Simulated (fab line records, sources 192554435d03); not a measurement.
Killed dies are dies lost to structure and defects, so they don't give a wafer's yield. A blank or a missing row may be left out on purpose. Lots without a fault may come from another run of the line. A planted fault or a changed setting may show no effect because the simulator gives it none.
Chamber matching | flow n5_finfet | N5_BEOL_M4_PRE_CLEAN_60 on cvd_co-02: 3 sister chambers
The step time 15 s. 6 wafers are shown with their chamber, then 12 later ones without.

WAFERS WITH THEIR CHAMBER
wafer  | chamber | heater_power_outer_w (W) | heater_power_w (W)
L083.5 | 1       | 31                       | 80
L084.2 | 2       | 15                       | 76
L084.6 | 0       | 31                       | 110
L089.1 | 2       | 15                       | 80
L089.2 | 0       | 31                       | 112
L089.3 | 1       | 30                       | 81

WAFERS WITHOUT THEIR CHAMBER
wafer  | heater_power_outer_w (W) | heater_power_w (W)
L088.1 | 14                       | 75
L088.5 | 14                       | 76
L088.6 | 31                       | 110
L091.2 | 31                       | 80
L091.5 | 30                       | 113
L091.6 | 14                       | 78
L095.2 | 30                       | 81
L095.5 | 31                       | 81
L095.6 | 15                       | 77
L096.4 | 14                       | 78
L096.5 | 30                       | 80
L096.6 | 32                       | 110

WHICH CHAMBER EACH WENT THROUGH
wafer  | from the rows above | in truth
L088.1 | 2                   | 2
L088.5 | 2                   | 2
L088.6 | 0                   | 0
L091.2 | 1                   | 1
L091.5 | 0                   | 0
L091.6 | 2                   | 2
L095.2 | 1                   | 1
L095.5 | 1                   | 1
L095.6 | 2                   | 2
L096.4 | 2                   | 2
L096.5 | 1                   | 1
L096.6 | 0                   | 0
Placed correctly: 12 of 12. Can't be placed from these rows: 0. Placed wrongly: 0.
How it was worked out, from the rows above alone: a wafer's distance from a chamber is the root of the sum, over the readings, of the square of ((its reading less the chamber's mean) divided by the reading's scatter). The wafer belongs to the nearest chamber; if the next one is less than 2 further off, it can't be placed. A chamber's mean is the mean of its shown wafers. The scatter: the root of (the sum of the squares of (reading less its chamber's mean) over the shown wafers, divided by (wafers less chambers)).
